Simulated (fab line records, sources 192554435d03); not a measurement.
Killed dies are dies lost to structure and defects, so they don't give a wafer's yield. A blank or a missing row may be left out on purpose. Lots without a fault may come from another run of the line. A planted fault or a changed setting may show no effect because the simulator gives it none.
A struck lot beside a sound one | flow n5_finfet | 34 steps out of a route of 1938
Sound: wafers L147.3, L147.4, L147.5. Struck: wafers L149.2, L149.4, L149.6. The cause comes at the end.
At each step with rows: each side's tool, then ch and its chambers, then its first start. Under that, the readings that differ: sound wafers | struck wafers | difference of the means | sigmas: that difference in standard deviations of wafers without a fault.
alike: readings whose means differ by less than 2 such deviations, and words and numbers that are the same on both sides. not compared: withheld readings, readings that some wafer has no value for, bounds like >300 that may hide the same value, and numbers for which the record gives no deviation and whose values overlap.
The two part at a step that has a row with sigmas, a row that says differs or no value, or rows on one side only. Numbers that don't overlap but have no deviation are shown without sigmas and don't part them. A reading that every wafer of one side lacks parts them only if that side has two wafers or more.

first, 9 steps without rows for these wafers: N5_HKMG_FIN_EXPOSE_46 (exposes mask NDIPOLE); N5_HKMG_FIN_PEB_47 (peb time 60 s); N5_HKMG_FIN_DEVELOP_48 (develop time 30 s); N5_HKMG_FIN_DESCUM_53 (chemistry O2, time 7.9 s); N5_HKMG_FIN_ETCH_54 (etches SiARC in CF4, target depth 45.5 nm, time 75.8 s); N5_HKMG_FIN_ETCH_55 (etches SOC in N2/H2, target depth 240 nm, time 300 s); N5_HKMG_FIN_STRIP_56 (strips in N2/H2); N5_HKMG_FIN_STRIP_57 (strips in CF4); N5_HKMG_FIN_ETCH_58 (etches SOC in N2/H2, target depth 215.8 nm, time 741 s).
N5_HKMG_FIN_STRIP_93: strips SOC in N2/H2, time 20 s.
  sound on rie_diel-05 ch 1,2,3, day 5 01:22; struck on rie_diel-05 ch 0,2, day 5 11:04
  alike: drypump_motor_current_A, oes_product_au, rf_vpp_V, showerhead_plenum_p_Torr, throttle_valve_pct
  not compared: rf_hours_counter_h
then, 21 steps without rows for these wafers: N5_HKMG_FIN_WET_ETCH_76 (etches Al2O3 in dNH4OH, stops on La2O3, target depth 2.25 nm, rinse time 30 s); N5_HKMG_FIN_STRIP_60 (strips in N2/H2, time 360 s); N5_HKMG_FIN_WET_ETCH_77 (etches La2O3 in dHCl, stops on HfO2, target depth 2 nm); N5_HKMG_FIN_WET_ETCH_78 (etches Al2O3 in dNH4OH, stops on La2O3, target depth 4.5 nm, rinse time 30 s); N5_HKMG_FIN_ALD_79 (deposits TiN, target thk 1.5 nm, pulse time 1 s, purge time 3 s); N5_HKMG_FIN_CVD_62 (deposits a-Si from Si2H6, target thk 3 nm, time 20.8 s); N5_HKMG_FIN_RTA_80 (time 2 s); N5_HKMG_FIN_PRECLEAN_64 (cleans in dHF, time 30 s); N5_HKMG_FIN_WET_ETCH_65 (etches a-Si in TMAH, stops on TiN, time 49 s, target depth 3 nm); N5_HKMG_FIN_WET_ETCH_81 (etches TiN in SC1, stops on HfO2, time 57 s, target depth 6 nm); N5_HKMG_FIN_WET_ETCH_82 (etches La2O3 in dHCl, stops on HfO2, target depth 2 nm, rinse time 30 s); N5_HKMG_FIN_ALD_36 (deposits TiN, target thk 1 nm, pulse time 1 s, purge time 3 s); N5_HKMG_FIN_PWFM_ALD_03 (deposits TiN, target thk 2 nm, pulse time 1 s, purge time 3 s); N5_HKMG_FIN_COAT_29 (time 60 s, resist thk 300 nm); N5_HKMG_FIN_COAT_30 (time 60 s, resist thk 35 nm); N5_HKMG_FIN_COAT_06 (resist thk 90 nm); N5_HKMG_FIN_EBR_08; N5_HKMG_FIN_SOFTBAKE_07 (time 60 s); N5_HKMG_FIN_EXPOSE_09 (exposes mask NWFM); N5_HKMG_FIN_PEB_10 (peb time 60 s); N5_HKMG_FIN_DEVELOP_11 (develop time 30 s).
N5_HKMG_FIN_INSPECT_14: inspects for defects (macro).
  sound on defect_inspect-02, day 5 04:03; struck on defect_inspect-02, day 5 13:34
  reading          | sound | struck         | difference | sigmas
  raw_defect_count | 2 1 2 | >300 >300 >300 | differs    |
then, 1 step without rows for these wafers: N5_HKMG_FIN_DESCUM_17 (chemistry O2, time 7.9 s).
-- the record jumps here: 8 days lie between the struck wafers' starts before and after (it left off in module HKMG_FIN and takes up again in module PASSIVATION, whose first step shown is number 1936 of the route) --
N5_PASSIVATION_PROBE_49:
  the record has rows for the struck wafers here (prober-01, day 13 03:22) and none for the sound ones

WHERE THEY PART
First at N5_HKMG_FIN_INSPECT_14; last, within this record, at N5_PASSIVATION_PROBE_49.

WHY: what the simulator had put in
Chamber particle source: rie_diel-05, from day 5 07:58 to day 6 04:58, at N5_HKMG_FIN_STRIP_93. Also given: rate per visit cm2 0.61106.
